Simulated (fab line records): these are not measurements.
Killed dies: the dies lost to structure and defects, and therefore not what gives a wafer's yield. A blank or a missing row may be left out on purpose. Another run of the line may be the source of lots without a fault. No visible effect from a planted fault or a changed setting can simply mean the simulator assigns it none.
Struck lot and sound lot, side by side || flow n5-finfet || 16 out of 1938 route steps
Sound: the wafers L489.1, L489.4, L489.5. Struck: wafers L491.4, L491.6. (L491.1 of the same lot was not struck and is left out.) The cause comes at the end.
Per side, at each step with rows, come the tool, then ch with its chambers, and then its first start. Under that, the readings that differ: sound wafers || struck wafers || difference of the means || sigmas: that difference in standard deviations of wafers without a fault.
alike: readings whose means differ by less than 2 such deviations, and words and numbers that are the same on both sides. not compared: withheld readings, readings that some wafer has no value for, bounds like >300 that may hide the same value, and numbers for which the record gives no deviation and whose values overlap.
A row with sigmas, a row that says differs or no value, or rows on one side alone: a step with any of these is where the two part. When numbers do not overlap yet have no deviation, they are printed without sigmas and do not part them. A reading missing from all wafers of one side parts the sides only when that side holds two or more wafers.

first, 8 steps without rows for these wafers: N5_BEOL_M4_COAT_62 (time 60 s, resist thk 12 nm); N5_BEOL_M4_COAT_73 (time 60 s, resist thk 5 nm); N5_BEOL_M4_COAT_05 (resist thk 30 nm); N5_BEOL_M4_EBR_07; N5_BEOL_M4_SOFTBAKE_06 (time 60 s); N5_BEOL_M4_EXPOSE_08 (exposes mask M4); N5_BEOL_M4_PEB_09 (peb time 60 s); N5_BEOL_M4_DEVELOP_10 (develop time 30 s).
N5_BEOL_M4_CD_MEAS_11 targets a cd of 16.79 nm.
  sound on cd-sem-03 ch 0, day 8 20:32; struck on cd-sem-03 ch 0, day 9 19:05
  alike: cd-nm
N5_BEOL_M4_OVL_MEAS_12:
  sound on overlay-01 ch 0, day 8 20:34; struck on overlay-01 ch 0, day 9 19:07
  alike: M4_OVL
N5_BEOL_M4_INSPECT_13: inspects for defects (brightfield).
  struck on defect-inspect-01, day 9 19:10; sound on defect-inspect-01, day 8 20:38
  alike: raw-defect-count
N5_BEOL_M4_DESCUM_16: chemistry O2, time 7 s.
  sound on rie-diel-06 ch 2,3, day 8 20:46; struck on rie-diel-06 ch 0,2, day 9 19:12
  alike: drypump-motor-current-A, oes-product-au, rf-vpp-V, showerhead-plenum-p-Torr, throttle-valve-pct
  not compared: rf-hours-counter-h
N5_BEOL_M4_ETCH_74: etches underlayer in N2/H2, target depth 6.5 nm, time 5.2 s.
  sound on rie-diel-06 ch 2,3, day 8 20:47; struck on rie-diel-06 ch 0,2, day 9 19:14
{"reading": "etch-rf-on-time-s (s)", "sound": "5.39 5.35 5.18", "struck": "3.18 2.93", "difference": -2.25, "sigmas": -14}
{"reading": "oes-product-au (a.u.)", "sound": "0.63 0.63 0.73", "struck": "0.84 1.14", "difference": "+0.33", "sigmas": "+5"}
  alike: drypump-motor-current-A, rf-vpp-V, showerhead-plenum-p-Torr, throttle-valve-pct
  not compared: rf-hours-counter-h
N5_BEOL_M4_ETCH_63: etches SiARC in CF4, target depth 15.6 nm, time 26 s.
  sound on rie-diel-06 ch 2,3, day 8 20:49; struck on rie-diel-06 ch 0,2, day 9 19:16
  alike: drypump-motor-current-A, etch-rf-on-time-s, oes-product-au, rf-vpp-V, showerhead-plenum-p-Torr, throttle-valve-pct
  not compared: rf-hours-counter-h
N5_BEOL_M4_RC_MEAS_101:
  sound on prober-01 ch 0, day 9 07:19; struck on prober-02 ch 0, day 10 01:52
  alike: DIBL_N, DIBL_P, IOFF_N, IOFF_P, ION_N, ION_P, SS_N, SS_P, VT_N, VT_P
-- the record jumps here: 4 days lie between the struck wafers' starts before and after (it left off in module BEOL_M4 and takes up again in module PASSIVATION, whose first step shown is number 1936 of the route) --
N5_PASSIVATION_PROBE_49:
  only the struck wafers here have rows in the record (prober-01, day 14 13:47); the sound ones have none

== WHERE THEY PART ==
Last at N5_PASSIVATION_PROBE_49 as far as this record goes, first at N5_BEOL_M4_ETCH_74.

WHY: what the simulator had put in
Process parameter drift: rie-diel-06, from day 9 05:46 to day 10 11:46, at N5_BEOL_M4_ETCH_74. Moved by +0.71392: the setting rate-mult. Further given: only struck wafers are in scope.
